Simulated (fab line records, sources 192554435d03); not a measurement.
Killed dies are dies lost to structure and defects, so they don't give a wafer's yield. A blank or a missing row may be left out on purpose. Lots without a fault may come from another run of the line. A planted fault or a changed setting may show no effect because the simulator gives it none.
fab line records | flow n5_finfet
record lots=11 wafers=31 last_day=18
route steps=1938 shown BEOL_M2@916 BEOL_M3@933 BEOL_M4@1111 PASSIVATION@1936
lots that met no fault: from a run of the same line without faults
start_h: hours from the record's first day to the start of the lot's first wafer shown | wait_h: hours since the lot's step before | " the same as in the row above | L1.1+2: a row that stands for several wafers | - no value, or no start given | * or withheld: withheld | < > ~ a bound
route shown NAME@n: a module of which the file shows steps, and the number in the route of the first | usual: mean/standard deviation of fault-free wafers | same: alike in all rows | chamber/n: place in a boat | sites: the reading at each site | _std_site: their standard deviation | _edge_site: outer sites' mean less inner sites' | radius_mm: how far each site lies from the wafer's centre | mask NAME#n: copy n | behind: the tool/chamber that last shaped the wafer | hold: why the lot was held/for how many hours/how that ended | device: the transistor (n, p or np) that didn't switch | end of line: the same wafers' tests at the end of the route | a step without rows: its recipe alone | killed: dies lost to structure and defects at the first sort, not the wafer's yield | map: a wafer's dies, x killed, . not, _ none there
set.NAME: the setting as run; set.NAME@STEP: as run at that earlier step | model.NAME: the simulator's own value behind a step, which no gauge read
steps of the route over a sample of lots; a table a step, a row a wafer
services: from which hour (start_h, from the record's first day; less than 0 if before it) a tool's chamber was out of use, for how many hours, and why
## steps
# step N5_BEOL_M2_SPUTTER_92
# recipe material=Cu target_thk_a=45 temp_c=-20 chamber_pressure_pa=0.07 power_w=withheld time_s=8.29
# usual throttle_valve_pct=30.1/0.86
# columns lot.wafer tool chamber start_h wait_h throttle_valve_pct
L900.1 pvd_sputter-02 - 143.83 0.1 29.6
L900.2 " - " " 29.7
L900.3 " - " " 30.8
L902.2 pvd_sputter-01 - 147.24 0.1 31.9
L902.4 " - " " 30.5
L902.5 " - " " 31.9
L904.2 pvd_sputter-01 - 169.27 0.1 31.7
L904.4 " - " " 29.0
L904.6 " - " " 31.9
L908.1 pvd_sputter-02 - 221.93 0.1 30.7
L908.5 " - " " 30.1
L908.6 " - " " 30.9
L909.2 pvd_sputter-01 - 222.05 0.1 30.3
L909.3 " - " " 28.9
L909.4 " - " " 31.9
L913.3 pvd_sputter-01 - 228.22 0.1 30.2
L913.5 " - " " 29.0
L913.6 " - " " 30.1
L916.1 pvd_sputter-01 - 233.35 0.1 31.5
L916.6 " - " " 30.2
L917.1 pvd_sputter-01 - 246.70 0.1 32.1
L917.3 " - " " 30.3
L917.5 " - " " 30.3
L918.2 pvd_sputter-01 - 249.47 0.1 30.4
L918.4 " - " " 30.4
L918.5 " - " " 30.2
L920.1 pvd_sputter-01 - 273.14 0.1 30.3
L920.2 " - " " 31.9
L923.2 pvd_sputter-03 - 298.46 0.1 29.6
L923.3 " - " " 29.9
L923.5 " - " " 29.9
# step N5_BEOL_M2_SPUTTER_94
# recipe material=Cu target_thk_a=45 temp_c=-20 chamber_pressure_pa=0.07 power_w=withheld time_s=8.29
# usual throttle_valve_pct=30.1/0.87
# columns lot.wafer tool chamber start_h wait_h throttle_valve_pct
L900.1 pvd_sputter-02 - 144.05 0.1 29.7
L900.2 " - " " 30.1
L900.3 " - " " 30.5
L902.2 pvd_sputter-01 - 147.46 0.1 31.9
L902.4 " - " " 30.3
L902.5 " - " " 32.0
L904.2 pvd_sputter-01 - 169.51 0.1 31.8
L904.4 " - " " 29.1
L904.6 " - " " 31.9
L908.1 pvd_sputter-02 - 222.15 0.1 30.8
L908.5 " - " " 30.2
L908.6 " - " " 30.8
L909.2 pvd_sputter-01 - 222.27 0.1 30.3
L909.3 " - " " 28.8
L909.4 " - " " 31.7
L913.3 pvd_sputter-01 - 228.44 0.1 30.2
L913.5 " - " " 28.7
L913.6 " - " " 30.3
L916.1 pvd_sputter-01 - 233.57 0.1 31.8
L916.6 " - " " 30.3
L917.1 pvd_sputter-01 - 246.92 0.1 31.7
L917.3 " - " " 30.4
L917.5 " - " " 30.2
L918.2 pvd_sputter-01 - 249.69 0.1 30.2
L918.4 " - " " 30.4
L918.5 " - " " 30.3
L920.1 pvd_sputter-01 - 273.36 0.1 30.3
L920.2 " - " " 31.9
L923.2 pvd_sputter-03 - 298.68 0.1 29.5
L923.3 " - " " 29.8
L923.5 " - " " 29.7
# step N5_BEOL_M2_ANNEAL_95
# recipe temp_c=400 time_s=240 ambient=vacuum
# usual heater_power_w=862/100 susceptor_temp_C_max=401.0/0.38
# columns lot.wafer tool chamber start_h wait_h heater_power_w susceptor_temp_C_max
L900.1 pvd_sputter-02 - 144.13 0.0 1146 401.1
L900.2 " - " " 801 400.3
L900.3 " - " " 700 401.7
L902.2 pvd_sputter-01 - 147.54 0.0 832 401.8
L902.4 " - " " 784 400.9
L902.5 " - " " 847 400.9
L904.2 pvd_sputter-01 - 169.59 0.0 838 401.3
L904.4 " - " " 924 400.2
L904.6 " - " " 846 401.5
L908.1 pvd_sputter-02 - 222.23 0.0 704 401.6
L908.5 " - " " 882 400.6
L908.6 " - " " 677 401.5
L909.2 pvd_sputter-01 - 222.35 0.0 809 400.6
L909.3 " - " " 926 400.9
L909.4 " - " " 816 401.5
L913.3 pvd_sputter-01 - 228.52 0.0 795 401.1
L913.5 " - " " 900 400.5
L913.6 " - " " 876 401.2
L916.1 pvd_sputter-01 - 233.65 0.0 839 400.8
L916.6 " - " " 877 401.1
L917.1 pvd_sputter-01 - 247.00 0.0 831 400.8
L917.3 " - " " 822 400.4
L917.5 " - " " 859 400.9
L918.2 pvd_sputter-01 - 249.77 0.0 874 401.1
L918.4 " - " " 798 401.2
L918.5 " - " " 799 400.9
L920.1 pvd_sputter-01 - 273.44 0.0 875 401.0
L920.2 " - " " 840 400.8
L923.2 pvd_sputter-03 - 298.76 0.0 672 400.3
L923.3 " - " " 845 400.9
L923.5 " - " " 656 400.7
# step N5_BEOL_M3_PECVD_72
# recipe material=SiO2 target_thk_a=160 temp_c=400 precursor=TEOS/O2 pressure_torr=5.5 rf_w=450 teos_flow_sccm=53.8 gas=O2 flow_sccm=3000 time_s=18
# usual chamber_pressure_Torr=5.501/0.012 heater_power_outer_w=431/68 heater_power_w=715/81 showerhead_plenum_p_Torr=8.78/0.071 throttle_valve_pct=22.1/1.3
# columns lot.wafer tool chamber start_h wait_h chamber_pressure_Torr heater_power_outer_w heater_power_w showerhead_plenum_p_Torr throttle_valve_pct
L900.1 pecvd-04 0 145.56 0.0 5.498 380 664 8.79 20.8
L900.2 " 1 " " 5.504 377 674 8.85 24.5
L900.3 " 2 " " 5.498 409 702 8.82 21.6
L902.2 pecvd-04 1 148.95 0.0 5.514 397 712 8.87 24.4
L902.4 " 2 " " 5.479 377 659 8.82 21.7
L902.5 " 1 " " 5.488 398 676 8.87 24.9
L904.2 pecvd-04 0 170.97 0.0 5.480 360 636 8.82 20.7
L904.4 " 2 " " 5.477 373 632 8.83 21.8
L904.6 " 0 " " 5.485 352 629 8.79 20.9
L908.1 pecvd-03 0 223.59 0.0 - - - - -
L908.5 " 0 " " - - - - -
L908.6 " 2 " " - - - - -
L909.2 pecvd-04 2 223.73 0.0 - - - - -
L909.3 " 0 " " - - - - -
L909.4 " 0 " " - - - - -
L913.3 pecvd-03 0 230.06 0.0 5.508 418 683 8.67 22.5
L913.5 " 2 " " 5.490 409 719 8.83 20.4
L913.6 " 1 " " 5.496 517 783 8.65 22.1
L916.1 pecvd-03 2 235.00 0.0 5.485 397 704 8.84 20.7
L916.6 " 1 " " 5.521 507 783 8.68 22.5
L917.1 pecvd-03 2 248.79 0.0 5.512 391 721 8.85 20.3
L917.3 " 2 " " 5.521 400 724 8.82 20.4
L917.5 " 2 " " 5.506 384 729 8.84 20.3
L918.2 pecvd-03 1 251.23 0.0 5.498 514 800 8.66 22.3
L918.4 " 1 " " 5.517 534 820 8.67 22.3
L918.5 " 1 " " 5.497 526 808 8.67 22.3
L920.1 pecvd-03 0 274.80 0.0 5.506 402 648 8.66 22.8
L920.2 " 1 " " 5.493 445 683 8.67 22.3
L923.2 pecvd-04 2 300.14 0.0 5.487 323 595 8.82 21.9
L923.3 " 0 " " 5.505 338 593 8.78 20.9
L923.5 " 0 " " 5.528 342 600 8.81 20.9
# step N5_BEOL_M4_RC_MEAS_101
# usual DIBL_N=36.2/2.4 DIBL_P=36.2/2.6 IOFF_N=0.16/0.045 IOFF_P=0.21/0.046 ION_N=674/17 ION_P=463/11 SS_N=71.5/0.77 SS_P=73.1/0.76 VT_N=250/3.9 VT_P=-250/3.9
# columns lot.wafer tool chamber start_h wait_h DIBL_N[mV/V] DIBL_P[mV/V] IOFF_N[nA/um] IOFF_P[nA/um] ION_N[uA/um] ION_P[uA/um] SS_N[mV/dec] SS_P[mV/dec] VT_N[mV] VT_P[mV]
L900.1 prober-02 0 165.46 0.0 39.4 39.7 0.20 0.27 685 474 72.3 73.8 249 -244
L900.2 " 0 " " 37.9 38.3 0.16 0.24 692 480 71.5 72.9 249 -249
L900.3 " 0 " " 40.5 40.5 0.22 0.30 695 473 71.9 74.1 247 -245
L902.2 prober-01 0 165.86 0.2 34.6 37.3 0.13 0.16 646 439 71.7 73.4 258 -258
L902.4 " 0 " " 32.8 36.1 0.12 0.15 677 470 71.7 72.2 253 -257
L902.5 " 0 " " 31.4 34.6 0.10 0.14 658 457 70.6 72.7 255 -258
L904.2 prober-01 0 185.97 0.2 37.8 36.7 0.15 0.17 669 445 72.4 73.7 253 -258
L904.4 " 0 " " 38.2 37.9 0.16 0.20 678 464 71.1 74.5 250 -256
L904.6 " 0 " " 36.8 35.4 0.12 0.16 644 438 72.1 73.0 257 -257
L908.1 prober-02 0 240.71 0.0 37.0 38.8 0.17 0.20 672 458 71.5 72.0 248 -249
L908.5 " 0 " " 35.3 36.0 0.12 0.16 641 444 71.7 72.7 255 -256
L908.6 " 0 " " 33.9 35.8 0.12 0.17 678 461 70.7 72.2 252 -253
L909.2 prober-01 0 243.67 0.2 40.9 41.8 0.28 0.27 720 480 72.5 74.7 244 -247
L909.3 " 0 " " 37.9 38.4 0.17 0.20 669 458 71.7 74.6 251 -252
L909.4 " 0 " " 39.6 40.5 0.23 0.25 676 452 71.9 75.0 247 -249
L913.3 prober-01 0 251.77 0.3 36.1 35.5 0.16 0.25 674 467 72.1 73.8 249 -247
L913.5 " 0 " " 36.9 35.6 0.19 0.24 676 466 72.6 73.7 245 -247
L913.6 " 0 " " 35.0 33.6 0.14 0.21 681 476 71.0 73.0 251 -251
L916.1 prober-02 0 259.19 0.0 34.9 33.0 0.13 0.20 682 473 71.2 72.7 251 -248
L916.6 " 0 " " 38.4 36.2 0.19 0.26 638 453 72.1 73.6 248 -246
L917.1 prober-02 0 276.63 0.0 37.7 38.1 0.20 0.25 704 477 71.0 74.4 247 -249
L917.3 " 0 " " 38.0 37.1 0.19 0.23 680 468 71.1 73.9 249 -250
L917.5 " 0 " " 38.6 38.9 0.20 0.26 692 468 72.1 73.7 247 -247
L918.2 prober-02 0 279.63 0.2 37.8 38.2 0.20 0.24 681 466 71.0 73.6 243 -247
L918.4 " 0 " " 36.7 37.2 0.18 0.22 684 465 71.7 73.4 248 -251
L918.5 " 0 " " 36.5 35.5 0.17 0.19 670 459 71.9 72.6 248 -249
L920.1 prober-02 0 294.34 0.0 37.1 36.7 0.18 0.21 680 467 72.7 73.1 248 -250
L920.2 " 0 " " 35.6 35.6 0.15 0.20 657 448 71.6 73.5 252 -252
L923.2 prober-01 0 319.56 0.9 33.8 34.0 0.13 0.21 661 458 71.6 72.5 253 -248
L923.3 " 0 " " 38.3 38.9 0.21 0.28 687 475 71.9 73.3 247 -245
L923.5 " 0 " " 32.8 33.3 0.12 0.19 688 477 72.0 71.6 253 -250
# step N5_PASSIVATION_PROBE_49
# usual defect_limited_yield=91.2/1.4 killed_at_M0_to_M3=33/9.5 killed_at_M4_up=13/4.7 killed_at_contacts=11/5.3 killed_at_front_end=42/12 killed_at_other=5/3.3 killed_dies=104/17 killed_on_rim=14/4 killed_open=67/12 killed_short=33/7.7 sort_bin_4_leakage=0.01/0.058 sort_bin_5_function=5.1/0.94 sort_bin_6_memory=3.3/0.67 sort_bin_8_speed=0.1/1.3 sort_n_pass=1074/24 sort_yield_pct=91.1/2
# same gross_dies=1180 killed_at_back_side=0
# columns lot.wafer tool chamber start_h wait_h defect_limited_yield[%] killed_at_M0_to_M3 killed_at_M4_up killed_at_contacts killed_at_front_end killed_at_other killed_dies killed_on_rim killed_open killed_short sort_bin_4_leakage[%] sort_bin_5_function[%] sort_bin_6_memory[%] sort_bin_8_speed[%] sort_n_pass sort_yield_pct[%]
L908.1 prober-02 - 345.58 0.0 62.1 354 19 14 55 5 447 18 91 33 0 33.0 4.5 0 733 62.1
L908.5 prober-02 - 345.78 0.2 62.0 354 15 25 47 7 448 17 86 31 0 33.6 4.2 0.2 730 61.9
L908.6 prober-02 - 345.83 0.3 63.1 338 23 15 57 3 436 15 85 38 0 32.5 4.0 0 744 63.1
L909.2 prober-02 - 366.46 0.1 60.8 364 14 21 61 2 462 24 94 44 0.08 34.0 5.0 0 717 60.8
L909.3 prober-02 - 366.51 0.1 64.5 340 5 10 61 3 419 16 69 42 0 31.3 3.6 0 761 64.5
L909.4 prober-02 - 366.56 0.2 62.0 381 5 14 40 8 448 19 84 41 0 33.3 4.5 0 732 62.0
L913.3 prober-01 - 379.48 1.4 88.4 29 15 6 82 5 137 22 77 59 0 7.5 3.6 0 1043 88.4
L913.5 prober-01 - 379.58 1.5 91.5 23 14 6 55 2 100 15 62 35 0 6.1 2.1 0 1080 91.5
L913.6 prober-01 - 379.63 1.6 87.8 37 16 12 68 11 144 21 87 57 0 7.4 4.4 0 1036 87.8
L916.1 prober-02 - 391.80 0.0 90.9 30 7 10 58 2 107 12 60 39 0 4.6 3.1 0 1073 90.9
L916.6 prober-02 - 392.05 0.3 89.6 30 14 6 72 1 123 19 83 33 0 6.8 3.1 0.1 1056 89.5
L917.1 prober-01 - 391.96 0.0 89.8 48 18 9 41 4 120 21 72 48 0 5.5 4.3 0 1060 89.8
L917.3 prober-01 - 392.06 0.1 92.3 20 7 17 40 7 91 17 56 34 0 4.7 2.7 0 1089 92.3
L917.5 prober-01 - 392.16 0.2 90.3 32 14 13 47 8 114 18 75 35 0 5.7 3.2 0 1066 90.3
L918.2 prober-02 - 399.17 0.1 93.1 17 11 9 40 5 82 11 57 25 0 4.4 2.5 0 1098 93.1
L918.4 prober-02 - 399.27 0.2 92.3 18 14 16 41 2 91 14 60 26 0 4.4 3.1 0 1089 92.3
L918.5 prober-02 - 399.32 0.2 91.9 29 17 11 33 5 95 13 56 35 0 5.0 2.7 0 1085 91.9
L920.1 prober-02 - 406.89 0.0 92.8 28 14 10 25 8 85 12 57 28 0 4.1 2.8 0 1095 92.8
L920.2 prober-02 - 406.94 0.1 92.1 21 14 15 38 5 93 11 64 27 0 4.4 3.3 0.1 1086 92.0
# killed by level:class
L908.1 BEOL_M3:area_pecvd=317 FIN_SAQP:geometric_particle:open=16 BEOL_M0_SAQP:geometric_particle:open=12 MOL_CONTACT_COAG:geometric_particle:open=11 DUMMY_GATE:geometric_particle:open=9 GATE_CUT:geometric_particle:open=7 FIN_SAQP:geometric_particle:short=5 GATE_CUT:geometric_particle:short=5
L908.5 BEOL_M3:area_pecvd=320 MOL_CONTACT_COAG:geometric_particle:open=23 BEOL_M0_SAQP:geometric_particle:open=15 FIN_SAQP:geometric_particle:open=10 BEOL_M0_SAQP:geometric_particle:short=10 STI_FIN_REVEAL:geometric_particle:open=7 GATE_CUT:geometric_particle:short=7 DUMMY_GATE:geometric_particle:open=6
L908.6 BEOL_M3:area_pecvd=310 FIN_SAQP:geometric_particle:short=18 FIN_SAQP:geometric_particle:open=14 MOL_CONTACT_COAG:geometric_particle:open=12 BEOL_M5:geometric_particle:open=10 DUMMY_GATE:geometric_particle:open=8 BEOL_M0_SAQP:geometric_particle:open=8 BEOL_M3:geometric_particle:open=7
L909.2 BEOL_M3:area_pecvd=323 STI_FIN_REVEAL:geometric_particle:open=19 MOL_CONTACT_COAG:geometric_particle:open=19 FIN_SAQP:geometric_particle:short=13 BEOL_M0_SAQP:geometric_particle:short=11 BEOL_M0_SAQP:geometric_particle:open=8 DUMMY_GATE:geometric_particle:open=7 BEOL_M3:geometric_particle:open=7
L909.3 BEOL_M3:area_pecvd=307 STI_FIN_REVEAL:geometric_particle:open=12 FIN_SAQP:geometric_particle:short=10 BEOL_M3:geometric_particle:open=9 GATE_CUT:geometric_particle:short=8 MOL_CONTACT_COAG:geometric_particle:open=8 BEOL_M0_SAQP:geometric_particle:open=8 FIN_SAQP:geometric_particle:open=7
L909.4 BEOL_M3:area_pecvd=323 BEOL_M0_SAQP:geometric_particle:short=18 BEOL_M0_SAQP:geometric_particle:open=18 STI_FIN_REVEAL:geometric_particle:open=14 MOL_CONTACT_COAG:geometric_particle:open=13 BEOL_M2:geometric_particle:open=10 FIN_SAQP:geometric_particle:open=6 BEOL_M1:geometric_particle:open=5
L913.3 FIN_SAQP:geometric_particle:open=23 FIN_SAQP:geometric_particle:short=23 DUMMY_GATE:geometric_particle:open=9 ILD0:geometric_particle:open=6 STI_FIN_REVEAL:geometric_particle:open=5 BEOL_M1:geometric_particle:short=5 BEOL_M0_SAQP:geometric_particle:short=5 BEOL_M2:geometric_particle:open=5
L913.5 STI_FIN_REVEAL:geometric_particle:open=12 FIN_SAQP:geometric_particle:short=11 FIN_SAQP:geometric_particle:open=9 STI_FIN_REVEAL:geometric_particle:short=7 DUMMY_GATE:geometric_particle:open=6 BEOL_M0_SAQP:geometric_particle:short=5 BEOL_M0_SAQP:geometric_particle:open=5 BEOL_M2:geometric_particle:open=5
L913.6 FIN_SAQP:geometric_particle:open=19 FIN_SAQP:geometric_particle:short=14 STI_FIN_REVEAL:geometric_particle:open=9 BEOL_M1:geometric_particle:open=8 BEOL_M4:geometric_particle:open=8 MOL_CONTACT_COAG:geometric_particle:open=7 STARTING-WAFER:geometric_particle:short=6 BEOL_M0_SAQP:geometric_particle:short=6
L916.1 STI_FIN_REVEAL:geometric_particle:open=14 STI_FIN_REVEAL:geometric_particle:short=10 MOL_CONTACT_COAG:geometric_particle:open=9 BEOL_M0_SAQP:geometric_particle:short=8 GATE_CUT:geometric_particle:short=8 BEOL_M2:geometric_particle:open=7 FIN_SAQP:geometric_particle:open=6 HKMG_FIN:area_etch=6
L917.1 FIN_SAQP:geometric_particle:open=12 BEOL_M0_SAQP:geometric_particle:short=12 BEOL_M4:geometric_particle:open=9 BEOL_M0_SAQP:geometric_particle:open=9 BEOL_M1:geometric_particle:open=9 MOL_CONTACT_COAG:geometric_particle:open=8 BEOL_M3:geometric_particle:open=8 FIN_SAQP:geometric_particle:short=7
L916.6 FIN_SAQP:geometric_particle:open=17 STI_FIN_REVEAL:geometric_particle:open=16 BEOL_M2:geometric_particle:open=10 FIN_SAQP:geometric_particle:short=9 BEOL_M0_SAQP:geometric_particle:open=7 MOL_CONTACT_COAG:geometric_particle:open=6 GATE_CUT:geometric_particle:open=5 BEOL_M0_SAQP:geometric_particle:short=5
L917.3 MOL_CONTACT_COAG:geometric_particle:open=14 FIN_SAQP:geometric_particle:open=9 STI_FIN_REVEAL:geometric_particle:open=6 BEOL_M0_SAQP:geometric_particle:short=6 DUMMY_GATE:geometric_particle:open=5 FIN_SAQP:geometric_particle:short=4 BEOL_M0_SAQP:geometric_particle:open=4 STARTING-WAFER:geometric_particle:short=4
L917.5 FIN_SAQP:geometric_particle:open=15 MOL_CONTACT_COAG:geometric_particle:open=12 FIN_SAQP:geometric_particle:short=9 STI_FIN_REVEAL:geometric_particle:open=9 BEOL_M3:geometric_particle:open=9 BEOL_M1:geometric_particle:open=6 GATE_CUT:geometric_particle:short=5 BEOL_M3:geometric_particle:short=4
L918.2 FIN_SAQP:geometric_particle:open=13 DUMMY_GATE:geometric_particle:open=9 MOL_CONTACT_COAG:geometric_particle:open=8 FIN_SAQP:geometric_particle:short=6 BEOL_M4:geometric_particle:open=6 BEOL_M3:geometric_particle:open=5 GATE_CUT:geometric_particle:short=4 BEOL_M0_SAQP:geometric_particle:open=4
L918.4 FIN_SAQP:geometric_particle:open=11 MOL_CONTACT_COAG:geometric_particle:open=9 BEOL_M4:geometric_particle:open=8 BEOL_M0_SAQP:geometric_particle:open=6 FIN_SAQP:geometric_particle:short=5 STARTING-WAFER:geometric_particle:short=5 STI_FIN_REVEAL:geometric_particle:open=4 BEOL_M0_SAQP:geometric_particle:short=4
L918.5 BEOL_M0_SAQP:geometric_particle:open=11 FIN_SAQP:geometric_particle:short=7 STI_FIN_REVEAL:geometric_particle:open=7 DUMMY_GATE:geometric_particle:open=7 BEOL_M0_SAQP:geometric_particle:short=6 BEOL_M4:geometric_particle:open=6 BEOL_M4:geometric_particle:short=5 MOL_CONTACT_COAG:geometric_particle:short=4
L920.1 BEOL_M3:geometric_particle:open=12 MOL_CONTACT_COAG:geometric_particle:open=9 FIN_SAQP:geometric_particle:short=6 DUMMY_GATE:geometric_particle:open=6 BEOL_M2:geometric_particle:open=6 BEOL_M4:geometric_particle:open=5 MIM_TOP_ETCH:geometric_particle:short=5 STI_FIN_REVEAL:geometric_particle:open=4
L920.2 DUMMY_GATE:geometric_particle:open=11 MOL_CONTACT_COAG:geometric_particle:open=11 BEOL_M3:geometric_particle:open=9 BEOL_M4:geometric_particle:open=9 STI_FIN_REVEAL:geometric_particle:open=7 FIN_SAQP:geometric_particle:open=4 DUMMY_GATE:geometric_particle:short=4 MOL_CONTACT_COAG:geometric_particle:short=4
## services
# columns tool chamber start_h hours kind
pecvd-04 - 120.19 2.8 pm
pecvd-04 - 123.57 4.8 repair
pecvd-03 0 135.99 2.1 scheduled_down
pecvd-04 2 164.70 2.1 scheduled_down
pecvd-04 1 173.69 4.9 repair
pecvd-04 - 177.58 2.6 repair
pvd_sputter-01 - 200.17 1.1 repair
pecvd-03 - 258.91 2.8 pm
pecvd-03 - 284.92 28.1 pm
## key
first_sign step=N5_BEOL_M3_PECVD_72 reading=tool_record direction=missing
effect step=N5_PASSIVATION_PROBE_49 reading=killed_at_M0_to_M3 direction=up sigmas=34 usual=33 struck=355
more_kills_born_at N5_BEOL_M3_PECVD_72@pecvd-04=953 N5_BEOL_M3_PECVD_72@pecvd-03=947
met_at N5_BEOL_M3_PECVD_72
struck_lots L908,L909
not_acting_at N5_BEOL_M2_SPUTTER_92,N5_BEOL_M2_SPUTTER_94,N5_BEOL_M2_ANNEAL_95
onset_between 170.97 223.59
fault kind=skipped_step_whole tool=pecvd-03,pecvd-04 chamber=- onset_h=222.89 steps=N5_BEOL_M3_PECVD_72 scope=struck_lots_only
